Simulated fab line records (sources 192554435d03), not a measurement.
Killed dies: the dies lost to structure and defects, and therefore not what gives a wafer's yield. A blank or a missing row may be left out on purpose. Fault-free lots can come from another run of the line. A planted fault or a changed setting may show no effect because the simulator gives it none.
fab line records / flow n5_finfet
record lots=4 wafers=12 last_day=16
route steps=1938 shown BEOL_M4@1099 BEOL_M5@1112 PASSIVATION@1936
lots untouched by any fault: they come from a run of this same line in which no faults occurred
start_h: hours from the record's first day to the start of the lot's first wafer shown / wait_h: hours since the lot's step before / " unchanged from the row above / L1.1+2: a row that stands for several wafers / - no value, or no start given / * or withheld: withheld / < > ~ a bound
route shown NAME@n: NAME is a module with steps in the file, n the number in the route of the first one / usual: mean/standard deviation taken from wafers without a fault / same: alike in all rows / chamber/n: place in a boat / sites: the reading at each site / _std_site: standard deviation of those values / _edge_site: outer sites' mean less inner sites' / radius_mm: how far each site lies from the wafer's centre / mask NAME#n: copy n / behind: the tool/chamber that last shaped the wafer / hold: the reason the lot was held/the length of the hold in hours/how it ended / device: the n, p or np transistor that did not switch / end of line: the tests these same wafers got at the end of their route / step lacking rows: just its recipe / killed: not the wafer's yield, but the dies lost to structure and defects at the first sort / map: shows each die of a wafer: x if killed, . if not, _ if none is there
set.NAME: the setting the step ran with; set.NAME@STEP: the setting that earlier step ran with / model.NAME: the simulator's own value behind a step, which no gauge read
certain route steps with their lots: each step a table, each wafer a row
services: the hour from which a tool's chamber was out of use, counted from the record's first day as start_h (under 0 if before that day), plus the number of hours and why
## steps
# step N5_BEOL_M4_ANNEAL_95
# recipe temp_c=400 time_s=240 ambient=vacuum
# step N5_BEOL_M4_SPUTTER_96
# recipe material=Cu target_thk_a=45 temp_c=-20 chamber_pressure_pa=0.07 power_w=withheld time_s=8.29
# step N5_BEOL_M4_ECD_50
# recipe material=Cu target_thk_a=3000
# step N5_BEOL_M4_ANNEAL_51
# recipe temp_c=225 time_s=90 ambient=N2
# step N5_BEOL_M4_CMP_52
# recipe stop_on=SiOC t_overpolish_s=6.8 down_force_psi=1 platen_rpm=50 clearing_platen_down_force_psi=1.5 clearing_platen_rpm=50 post_cmp_clean=cu_alkaline target_thk_nm=40 clearing_platen_pad_velocity_m_s=0.99484 pad_velocity_m_s=0.99484
# step N5_BEOL_M4_PRE_CLEAN_60
# recipe gas=NH3/H2 time_s=15 temp_c=* rf_power_w=300
# step N5_BEOL_M4_CO_CAP_55
# recipe material=Co target_thk_a=20 temp_c=200 precursor=CCTBA/H2 pressure_torr=30 time_s=102.1
# step N5_BEOL_M4_PRE_CLEAN_56
# recipe gas=NH3 time_s=15 temp_c=withheld rf_power_w=300
# step N5_BEOL_M4_DEP_57
# recipe material=SiCN target_thk_a=80 temp_c=withheld precursor=3MS/NH3 pressure_torr=3 rf_w=202 time_s=14
# step N5_BEOL_M4_RC_MEAS_101
# usual DIBL_N=36.3/1.7 DIBL_P=36.5/1.8 IOFF_N=0.16/0.033 IOFF_P=0.21/0.037 ION_N=675/11 ION_P=462/7.9 SS_N=71.6/0.64 SS_P=73.3/0.68 VT_N=249/3.3 VT_P=-250/3.3
lot.wafer=L464.2 tool=prober-01 chamber=0 start_h=175.55 wait_h=0.2 DIBL_N[mV/V]=35.6 DIBL_P[mV/V]=35.6 IOFF_N[nA/um]=0.13 IOFF_P[nA/um]=0.20 ION_N[uA/um]=666 ION_P[uA/um]=458 SS_N[mV/dec]=71.0 SS_P[mV/dec]=73.5 VT_N[mV]=254 VT_P[mV]=-250
lot.wafer=L464.3 tool=prober-01 chamber=0 start_h=175.55 wait_h=0.2 DIBL_N[mV/V]=35.3 DIBL_P[mV/V]=35.5 IOFF_N[nA/um]=0.13 IOFF_P[nA/um]=0.20 ION_N[uA/um]=659 ION_P[uA/um]=456 SS_N[mV/dec]=70.8 SS_P[mV/dec]=73.4 VT_N[mV]=255 VT_P[mV]=-252
lot.wafer=L464.5 tool=prober-01 chamber=0 start_h=175.55 wait_h=0.2 DIBL_N[mV/V]=35.4 DIBL_P[mV/V]=35.7 IOFF_N[nA/um]=0.13 IOFF_P[nA/um]=0.20 ION_N[uA/um]=668 ION_P[uA/um]=459 SS_N[mV/dec]=70.8 SS_P[mV/dec]=73.3 VT_N[mV]=253 VT_P[mV]=-251
lot.wafer=L471.4 tool=prober-02 chamber=0 start_h=224.24 wait_h=0.6 DIBL_N[mV/V]=36.8 DIBL_P[mV/V]=36.9 IOFF_N[nA/um]=0.14 IOFF_P[nA/um]=0.19 ION_N[uA/um]=669 ION_P[uA/um]=451 SS_N[mV/dec]=71.4 SS_P[mV/dec]=73.1 VT_N[mV]=253 VT_P[mV]=-252
lot.wafer=L471.5 tool=prober-02 chamber=0 start_h=224.24 wait_h=0.6 DIBL_N[mV/V]=36.0 DIBL_P[mV/V]=36.4 IOFF_N[nA/um]=0.13 IOFF_P[nA/um]=0.17 ION_N[uA/um]=657 ION_P[uA/um]=448 SS_N[mV/dec]=70.8 SS_P[mV/dec]=72.8 VT_N[mV]=250 VT_P[mV]=-257
lot.wafer=L471.6 tool=prober-02 chamber=0 start_h=224.24 wait_h=0.6 DIBL_N[mV/V]=35.1 DIBL_P[mV/V]=36.4 IOFF_N[nA/um]=0.13 IOFF_P[nA/um]=0.19 ION_N[uA/um]=672 ION_P[uA/um]=463 SS_N[mV/dec]=70.9 SS_P[mV/dec]=74.2 VT_N[mV]=251 VT_P[mV]=-253
lot.wafer=L475.2 tool=prober-02 chamber=0 start_h=251.13 wait_h=0.2 DIBL_N[mV/V]=36.7 DIBL_P[mV/V]=36.9 IOFF_N[nA/um]=0.17 IOFF_P[nA/um]=0.20 ION_N[uA/um]=680 ION_P[uA/um]=464 SS_N[mV/dec]=71.4 SS_P[mV/dec]=73.0 VT_N[mV]=250 VT_P[mV]=-250
lot.wafer=L475.4 tool=prober-02 chamber=0 start_h=251.13 wait_h=0.2 DIBL_N[mV/V]=39.5 DIBL_P[mV/V]=39.9 IOFF_N[nA/um]=0.22 IOFF_P[nA/um]=0.26 ION_N[uA/um]=672 ION_P[uA/um]=463 SS_N[mV/dec]=73.9 SS_P[mV/dec]=74.1 VT_N[mV]=250 VT_P[mV]=-247
lot.wafer=L475.6 tool=prober-02 chamber=0 start_h=251.13 wait_h=0.2 DIBL_N[mV/V]=37.2 DIBL_P[mV/V]=36.5 IOFF_N[nA/um]=0.16 IOFF_P[nA/um]=0.20 ION_N[uA/um]=670 ION_P[uA/um]=456 SS_N[mV/dec]=71.7 SS_P[mV/dec]=73.1 VT_N[mV]=251 VT_P[mV]=-250
lot.wafer=L484.3 tool=prober-02 chamber=0 start_h=298.49 wait_h=0.3 DIBL_N[mV/V]=40.3 DIBL_P[mV/V]=39.9 IOFF_N[nA/um]=0.24 IOFF_P[nA/um]=0.24 ION_N[uA/um]=693 ION_P[uA/um]=461 SS_N[mV/dec]=73.0 SS_P[mV/dec]=74.6 VT_N[mV]=246 VT_P[mV]=-254
lot.wafer=L484.4 tool=prober-02 chamber=0 start_h=298.49 wait_h=0.3 DIBL_N[mV/V]=40.2 DIBL_P[mV/V]=39.7 IOFF_N[nA/um]=0.24 IOFF_P[nA/um]=0.24 ION_N[uA/um]=703 ION_P[uA/um]=466 SS_N[mV/dec]=72.2 SS_P[mV/dec]=74.6 VT_N[mV]=243 VT_P[mV]=-249
lot.wafer=L484.5 tool=prober-02 chamber=0 start_h=298.49 wait_h=0.3 DIBL_N[mV/V]=36.1 DIBL_P[mV/V]=35.1 IOFF_N[nA/um]=0.14 IOFF_P[nA/um]=0.17 ION_N[uA/um]=676 ION_P[uA/um]=458 SS_N[mV/dec]=71.3 SS_P[mV/dec]=72.9 VT_N[mV]=251 VT_P[mV]=-250
# step N5_BEOL_M5_ILD_DEP_00
# recipe material=SiCOH_lowk target_thk_a=1406.4 temp_c=300 precursor=DEMS/porogen pressure_torr=5 rf_w=500 time_s=25.9
# step N5_BEOL_M5_CURE_79
# recipe temp_c=385 time_s=240 ambient=He/Ar material=SiCOH_lowk
# step N5_BEOL_M5_PECVD_70
# recipe material=SiO2 target_thk_a=160 temp_c=400 precursor=TEOS/O2 pressure_torr=5.5 rf_w=450 teos_flow_sccm=53.8 gas=O2 flow_sccm=3000 time_s=18
# step N5_BEOL_M5_HM_DEP_02
# recipe material=TiN target_thk_a=200 temp_c=25 chamber_pressure_pa=0.49996
# step N5_BEOL_M5_COAT_59
# recipe resist=SOC temp_c=250 time_s=60 spin_rpm=1500 resist_thk_nm=60
# step N5_BEOL_M5_COAT_60
# recipe resist=SiARC temp_c=220 time_s=60 spin_rpm=1500 resist_thk_nm=12
# step N5_BEOL_M5_COAT_71
# recipe resist=underlayer temp_c=205 time_s=60 spin_rpm=1500 resist_thk_nm=5
# step N5_BEOL_M5_COAT_05
# recipe resist=CAR-EUV spin_rpm=1500 resist_thk_nm=30
# step N5_BEOL_M5_EBR_07
# recipe solvent=PGMEA ebr_width_mm=1.5
# step N5_BEOL_M5_SOFTBAKE_06
# recipe temp_c=110 time_s=60 resist=CAR-EUV
# step N5_BEOL_M5_EXPOSE_08
# recipe mask_id=M5 na=0.33 source_shape=annular sigma_inner=0.4 sigma_outer=0.8 polarization=unpolarized target_cd_nm=28 dose_mj=35.75
# usual exposure_dose_mJ_cm2=35.69/0.041
lot.wafer=L464.2 tool=euv_scanner-02 chamber=0 start_h=178.22 wait_h=- mask=M5#0 exposure_dose_mJ_cm2=35.74 model.BEOL_M5.overlay_x_nm=-0.2
lot.wafer=L464.3 tool=euv_scanner-02 chamber=0 start_h=178.22 wait_h=- mask=M5#0 exposure_dose_mJ_cm2=35.75 model.BEOL_M5.overlay_x_nm=-0.2
lot.wafer=L464.5 tool=euv_scanner-02 chamber=0 start_h=178.22 wait_h=- mask=M5#0 exposure_dose_mJ_cm2=35.77 model.BEOL_M5.overlay_x_nm=-0.2
lot.wafer=L471.4 tool=euv_scanner-02 chamber=0 start_h=225.73 wait_h=- mask=M5#0 exposure_dose_mJ_cm2=35.70 model.BEOL_M5.overlay_x_nm=11.8
lot.wafer=L471.5 tool=euv_scanner-02 chamber=0 start_h=225.73 wait_h=- mask=M5#0 exposure_dose_mJ_cm2=35.65 model.BEOL_M5.overlay_x_nm=11.8
lot.wafer=L471.6 tool=euv_scanner-02 chamber=0 start_h=225.73 wait_h=- mask=M5#0 exposure_dose_mJ_cm2=35.70 model.BEOL_M5.overlay_x_nm=11.8
lot.wafer=L475.2 tool=euv_scanner-02 chamber=0 start_h=253.38 wait_h=- mask=M5#0 exposure_dose_mJ_cm2=35.62 model.BEOL_M5.overlay_x_nm=12.8
lot.wafer=L475.4 tool=euv_scanner-02 chamber=0 start_h=253.38 wait_h=- mask=M5#0 exposure_dose_mJ_cm2=35.63 model.BEOL_M5.overlay_x_nm=12.8
lot.wafer=L475.6 tool=euv_scanner-02 chamber=0 start_h=253.38 wait_h=- mask=M5#0 exposure_dose_mJ_cm2=35.64 model.BEOL_M5.overlay_x_nm=12.8
lot.wafer=L484.3 tool=euv_scanner-01 chamber=0 start_h=301.34 wait_h=- mask=M5#0 exposure_dose_mJ_cm2=35.65 model.BEOL_M5.overlay_x_nm=-0.4
lot.wafer=L484.4 tool=euv_scanner-01 chamber=0 start_h=301.34 wait_h=- mask=M5#0 exposure_dose_mJ_cm2=35.65 model.BEOL_M5.overlay_x_nm=-0.4
lot.wafer=L484.5 tool=euv_scanner-01 chamber=0 start_h=301.34 wait_h=- mask=M5#0 exposure_dose_mJ_cm2=35.63 model.BEOL_M5.overlay_x_nm=-0.4
# step N5_BEOL_M5_PEB_09
# recipe peb_temp_c=100 peb_time_s=60 resist=CAR-EUV
# step N5_BEOL_M5_DEVELOP_10
# recipe develop_time_s=30 developer=TMAH resist=CAR-EUV rinse_liquid=surfactant_rinse dry=air_spin dev_temp_c=23
# step N5_BEOL_M5_OVL_MEAS_12
# recipe points_per_wafer=522
# usual M5_OVL=-0.3/0.69
lot.wafer=L464.2 tool=overlay-02 chamber=0 start_h=178.38 wait_h=0.0 M5_OVL[nm]=-0.3
lot.wafer=L464.3 tool=overlay-02 chamber=0 start_h=178.38 wait_h=0.0 M5_OVL[nm]=-0.4
lot.wafer=L464.5 tool=overlay-02 chamber=0 start_h=178.38 wait_h=0.0 M5_OVL[nm]=-1.0
lot.wafer=L471.4 tool=overlay-02 chamber=0 start_h=225.88 wait_h=0.0 M5_OVL[nm]=11.7
lot.wafer=L471.5 tool=overlay-02 chamber=0 start_h=225.88 wait_h=0.0 M5_OVL[nm]=12.6
lot.wafer=L471.6 tool=overlay-02 chamber=0 start_h=225.88 wait_h=0.0 M5_OVL[nm]=11.2
lot.wafer=L475.2 tool=overlay-02 chamber=0 start_h=253.55 wait_h=0.0 M5_OVL[nm]=12.8
lot.wafer=L475.4 tool=overlay-02 chamber=0 start_h=253.55 wait_h=0.0 M5_OVL[nm]=12.2
lot.wafer=L475.6 tool=overlay-02 chamber=0 start_h=253.55 wait_h=0.0 M5_OVL[nm]=12.8
lot.wafer=L484.3 tool=overlay-02 chamber=0 start_h=301.50 wait_h=0.0 M5_OVL[nm]=-1.2
lot.wafer=L484.4 tool=overlay-02 chamber=0 start_h=301.50 wait_h=0.0 M5_OVL[nm]=-0.1
lot.wafer=L484.5 tool=overlay-02 chamber=0 start_h=301.50 wait_h=0.0 M5_OVL[nm]=-0.8
# step N5_PASSIVATION_PROBE_49
# usual defect_limited_yield=91.3/1.5 killed_at_M0_to_M3=34/9.4 killed_at_M4_up=13/5.3 killed_at_contacts=13/5.7 killed_at_front_end=40/10 killed_at_other=3.7/2.8 killed_dies=103/17 killed_on_rim=13/4.2 killed_open=67/13 killed_short=35/8.5 sort_bin_5_function=5.0/0.98 sort_bin_6_memory=3.3/0.7 sort_n_pass=1077/17 sort_yield_pct=91.3/1.5
# same gross_dies=1180 killed_at_back_side=0 sort_bin_4_leakage[%]=0 sort_bin_8_speed[%]=0
lot.wafer=L471.4 tool=prober-01 chamber=- start_h=331.44 wait_h=0.2 defect_limited_yield[%]=18.9 killed_at_M0_to_M3=25 killed_at_M4_up=892 killed_at_contacts=9 killed_at_front_end=28 killed_at_other=3 killed_dies=957 killed_on_rim=124 killed_open=44 killed_short=27 sort_bin_5_function[%]=39.1 sort_bin_6_memory[%]=2.2 sort_n_pass=223 sort_yield_pct[%]=18.9
lot.wafer=L471.5 tool=prober-01 chamber=- start_h=331.49 wait_h=0.2 defect_limited_yield[%]=6.7 killed_at_M0_to_M3=40 killed_at_M4_up=1023 killed_at_contacts=3 killed_at_front_end=32 killed_at_other=3 killed_dies=1101 killed_on_rim=141 killed_open=38 killed_short=44 sort_bin_5_function[%]=45.8 sort_bin_6_memory[%]=2.4 sort_n_pass=79 sort_yield_pct[%]=6.7
lot.wafer=L471.6 tool=prober-01 chamber=- start_h=331.54 wait_h=0.3 defect_limited_yield[%]=21.3 killed_at_M0_to_M3=26 killed_at_M4_up=867 killed_at_contacts=4 killed_at_front_end=25 killed_at_other=7 killed_dies=929 killed_on_rim=118 killed_open=44 killed_short=32 sort_bin_5_function[%]=39.5 sort_bin_6_memory[%]=2.2 sort_n_pass=251 sort_yield_pct[%]=21.3
lot.wafer=L475.2 tool=prober-01 chamber=- start_h=355.57 wait_h=0.1 defect_limited_yield[%]=1.8 killed_at_M0_to_M3=23 killed_at_M4_up=1071 killed_at_contacts=10 killed_at_front_end=51 killed_at_other=4 killed_dies=1159 killed_on_rim=151 killed_open=59 killed_short=36 sort_bin_5_function[%]=47.7 sort_bin_6_memory[%]=3.1 sort_n_pass=21 sort_yield_pct[%]=1.8
lot.wafer=L475.4 tool=prober-01 chamber=- start_h=355.67 wait_h=0.2 defect_limited_yield[%]=1.8 killed_at_M0_to_M3=37 killed_at_M4_up=1068 killed_at_contacts=6 killed_at_front_end=45 killed_at_other=3 killed_dies=1159 killed_on_rim=152 killed_open=69 killed_short=31 sort_bin_5_function[%]=50.9 sort_bin_6_memory[%]=2.5 sort_n_pass=21 sort_yield_pct[%]=1.8
lot.wafer=L475.6 tool=prober-01 chamber=- start_h=355.77 wait_h=0.3 defect_limited_yield[%]=0.3 killed_at_M0_to_M3=24 killed_at_M4_up=1079 killed_at_contacts=8 killed_at_front_end=63 killed_at_other=2 killed_dies=1176 killed_on_rim=151 killed_open=78 killed_short=28 sort_bin_5_function[%]=52.5 sort_bin_6_memory[%]=2.9 sort_n_pass=4 sort_yield_pct[%]=0.3
# killed by level:class
L471.4 BEOL_M5:overlay=886 BEOL_M0_SAQP:geometric_particle:open=9 DUMMY_GATE:geometric_particle:open=6 MOL_CONTACT_COAG:geometric_particle:open=6 GATE_CUT:geometric_particle:short=5 BEOL_M0_SAQP:geometric_particle:short=5 FIN_SAQP:geometric_particle:short=4 ILD0:geometric_particle:open=3
L471.5 BEOL_M5:overlay=1016 BEOL_M0_SAQP:geometric_particle:open=13 BEOL_M0_SAQP:geometric_particle:short=11 ILD0:geometric_particle:short=8 FIN_SAQP:geometric_particle:short=5 BEOL_M1:geometric_particle:short=4 GATE_CUT:geometric_particle:short=3 BEOL_M1:geometric_particle:open=3
L471.6 BEOL_M5:overlay=853 BEOL_M3:geometric_particle:open=8 STI_FIN_REVEAL:geometric_particle:open=5 BEOL_M2:geometric_particle:open=5 FIN_SAQP:geometric_particle:open=4 GATE_CUT:geometric_particle:short=4 BEOL_M0_SAQP:geometric_particle:short=4 BEOL_M1:geometric_particle:short=4
L475.2 BEOL_M5:overlay=1057 MOL_CONTACT_COAG:geometric_particle:open=10 FIN_SAQP:geometric_particle:short=9 FIN_SAQP:geometric_particle:open=9 BEOL_M3:geometric_particle:open=7 ILD0:geometric_particle:open=6 ILD0:geometric_particle:short=6 BEOL_M4:geometric_particle:open=6
L475.4 BEOL_M5:overlay=1058 FIN_SAQP:geometric_particle:open=13 BEOL_M0_SAQP:geometric_particle:open=9 BEOL_M3:geometric_particle:open=7 BEOL_M0_SAQP:geometric_particle:short=6 BEOL_M2:geometric_particle:open=6 FIN_SAQP:geometric_particle:short=5 STI_FIN_REVEAL:geometric_particle:open=5
L475.6 BEOL_M5:overlay=1070 FIN_SAQP:geometric_particle:open=19 STI_FIN_REVEAL:geometric_particle:open=15 GATE_CUT:geometric_particle:open=8 MOL_CONTACT_COAG:geometric_particle:open=6 BEOL_M3:geometric_particle:open=6 BEOL_M4:geometric_particle:open=6 BEOL_M0_SAQP:geometric_particle:short=5
# map L471.5 (x killed, . not)
_________________xxxxxxxxxxxx________________
______________xxx.xxxxxxxxxxxxxx_____________
___________xxxxxxx.xxxx..xxxxxx.xxx__________
__________xxxxxxxxxxxxxxxxxxxxxxxxxx_________
________xxx.xxxxxx.xxxxxxxxxxx.xxxxxxx_______
_______xxxxxxxx.xxx.xxxxxxxxxxxx.xxxxxx______
______.xxx.xxxxxxxxxxxxxxxxxxxxxxxx.xxxx_____
_____xxxx.xxx.xxxxxxxxxxxxxxxxxxxxxxxxxxx____
____xxxxxxxxxxxxxxxxxxx.xxxx.xxxxx.x.xx.xx___
___xxxxxxxx.xxxxxxxx.xxxxxxxxxxxxxxxxxxxxxx__
___...xxxxxxx.xxxx.xxxxxxxxxxxxxxxxxxxxxxxx__
__xxxxxxxxxxxxxxxxxxxxxxxxxxxxxxxxxxxxxxx.xx_
__xxxxxxxxxxxxxxxxxxxxxxxxxxxxxxxx.xxxxxxxxx_
_xxxxxxxxxxxxx.xxxxxxxxxx.xxxxxxxxxxx.xxxxxxx
_xxxxxxxxxxxxxxxxxx.xxxxxxxxx.xxxxxxxxxxxxxxx
_xxxx.xxx.xxxxxxxxxxxxxxxxxxx.xxxx.xxxxxxxxxx
_xxxxxxxxxxxxxx.xxxxxxxxx.xxxxxxxxxxxxxxxxxxx
_xxxxxxxxxxxxxxxxxxx.xxxxxxxxxxxxxxxxxx.xx.xx
_xxxxxxxxx..xxxx.xxxxxxxxxxxxxxxxxxxxxxxx.xxx
_xxxxxxxxxxxxxx.xxxxxxxxxxxxxxx.xxxxxxxxxxxxx
_xxxxxxxxxxxxxx.xxx.xxxxxxxxxxxxxxxxxxxxxxxxx
__xxxxxxxxxxxxxxxxxxxxxxxxxxxx.xxxxxxxxxxxxx_
__xxxxxxxx.xxxxxxxxxxxxx.xxxxxxxxxxxxxxxxx.x_
___xxxxxxxxxxxxxx.xxxxxxxxxxxxxxxxxxxxxxxxx__
___xx.xxxxxxxxxxxxx.xxxxxx.xxxxxxxxxxxxxxxx__
____.xxxxxxxxxxxxxxxxxxxxxxxxxxxxxxxxxxxxx___
_____xxxxxxxxxxxxxx..xxxxxxxxxxxxxxxxxxxx____
______xxxx.xxxxxxxxxxxx..xxxxxxx.x.xxxxx_____
_______x.xxx.xxxxxxxxxx.xxxxxxx.xxxxxx.______
________xx.xxxxxx.xxxxxxxxxxxxx.xxxxxx_______
__________xxxxxxxxxxxxxxxxxxxxxxxxxx_________
___________xxxxxxxxxxxxxxxxxxxxxxxx__________
______________xxxxxxxx.xxxxxx.xx_____________
_________________xxxxxx.xxxxx________________
# map L475.6 (x killed, . not)
_________________xxxxxxxxxxxx________________
______________xxxxxxxxxxxxxxxxxx_____________
___________xxxxxxxxxxxxxxxxxxxxxxxx__________
__________xxxxxxxxxxxxxxxxxxxxxxxxxx_________
________xxxxxxxxxxxxxxxxxxxxxxxxxxxxxx_______
_______xxxxxxxxxxxxxxxxxxxxxxxxx.xxxxxx______
______xxxxxxxxxxxxxxxxxxxxxxxxxxxxxxxxxx_____
_____xxxxxxxxxxxxxxxxxxxxxxxxxxxxxxxxxxxx____
____xxxxxxxxxxxxxxxxxxxxxxxxxxxxxxxxxxxxxx___
___xxxxxxxxxxxxxxxxxxxxxxxxxxxxxxxxxxxxxxxx__
___xxxxxxxxxxxxxxxxxxxxxxxxxxxxxxxxxxxxxxxx__
__xxxxxxxxxxxxxxxxxxxxxxxxxxxxxxxxxxxxxxxxxx_
__xxxxxxxxxxxxxxxxxxxxxxxxxxxxxxxxxxxxxxxxxx_
_xxxxxxxxxxxxxxxxxxxxxxxxxxxxxxxxxxxxxxxxxxxx
_xxxxxxxxxxxxxxxxxxxxxxxxxxxxxxxxxxxxxxxxx.xx
_xxxxxxxxxxxxxxxxxxxxxxxxxxxxxxxxxxxxxxxxxxxx
_xxxxxxxxxxxxxxxxxxxxxxxxxxxxxxxxxxxxxxxxxxxx
_xxxxxxxxxxxxxxxxxxxxxxxxxxxxxxxxxxxxxxxxxxxx
_xxxxxxxxxxxxxxxxxxxxxxxxxxxxxxxxxxxxxxxxxxxx
_xxxxxxxxxxxxxxxxxxxxxxxxxxxxxxxxxxxxxxxxxxxx
_xxxxxxxxxxxxxxxxxxxxxxxxxxxxxxxxxxxxxxxxxxxx
__xxxxxxxxxxxxxxxxxxxxxxxxxxxxxxxxxxxxxxxxxx_
__xxxxxxxxxxxxxxxxxxxxxxxxxxxxxxxxxxxxxxxxxx_
___xxxxxxxxxxxxxxxxxxxxxxxxxxxxxxxxxxxxxxxx__
___xxxxxxxxxxxxxxxxxxxxxxxxxxx.xxxxxxxxxxxx__
____xxxxxxxxxxxxxxxxxxxxxxxxxxxxxxxxxxxxxx___
_____xxxxxxxxxxxxxxxxxxxxxxxxxxxxxxxxxxxx____
______xxxxxxxxxxxxxxxxxxxxxxxxxxxxxxxxxx_____
_______xxxxxxxxxxxxxxxxxxxxxxxxxxxxxxxx______
________xxxxxxxxxxxxxxxxxxxxxxxxxxxxxx_______
__________xxxxxxxxxxxxxxxxxxxxxxxxxx_________
___________xxxxxxxxxxxxxxxxxxxxx.xx__________
______________xxxxxxxxxxxxxxxxxx_____________
_________________xxxxxxxxxxxx________________
## services
tool=euv_scanner-02 chamber=- start_h=156.12 hours=1.0 kind=pm
tool=euv_scanner-01 chamber=- start_h=169.13 hours=1.0 kind=pm
tool=euv_scanner-02 chamber=0 start_h=186.03 hours=- kind=calibration
tool=euv_scanner-01 chamber=- start_h=208.25 hours=1.9 kind=repair
tool=euv_scanner-02 chamber=- start_h=212.27 hours=1.0 kind=pm
tool=euv_scanner-01 chamber=- start_h=214.53 hours=4.6 kind=pm
tool=euv_scanner-01 chamber=- start_h=225.28 hours=1.0 kind=pm
tool=euv_scanner-02 chamber=- start_h=241.70 hours=4.6 kind=pm
tool=euv_scanner-01 chamber=0 start_h=265.79 hours=- kind=calibration
tool=euv_scanner-02 chamber=- start_h=265.96 hours=0.2 kind=repair
tool=euv_scanner-02 chamber=- start_h=268.42 hours=1.0 kind=pm
tool=euv_scanner-01 chamber=- start_h=281.43 hours=1.0 kind=pm
tool=euv_scanner-01 chamber=- start_h=289.40 hours=1.1 kind=repair
tool=euv_scanner-02 chamber=- start_h=296.18 hours=2.4 kind=repair
## key
first_sign step=N5_BEOL_M5_OVL_MEAS_12 reading=M5_OVL direction=up sigmas=18 usual=-0.3 struck=12.2
effect step=N5_PASSIVATION_PROBE_49 reading=killed_at_M4_up direction=up sigmas=99+ usual=13 struck=1000
model_effect step=N5_BEOL_M5_EXPOSE_08 value=BEOL_M5.overlay_x_nm without=-0.1 struck=12.3
more_kills_born_at N5_BEOL_M5_EXPOSE_08@euv_scanner-02=5940
met_at N5_BEOL_M5_EXPOSE_08
struck_wafers L471.4,L471.5,L471.6,L475.2,L475.4,L475.6
onset_between 178.22 225.73
fault kind=scanner_matching_overlay tool=euv_scanner-02 chamber=- onset_h=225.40 steps=N5_BEOL_M5_EXPOSE_08 offset=12.41
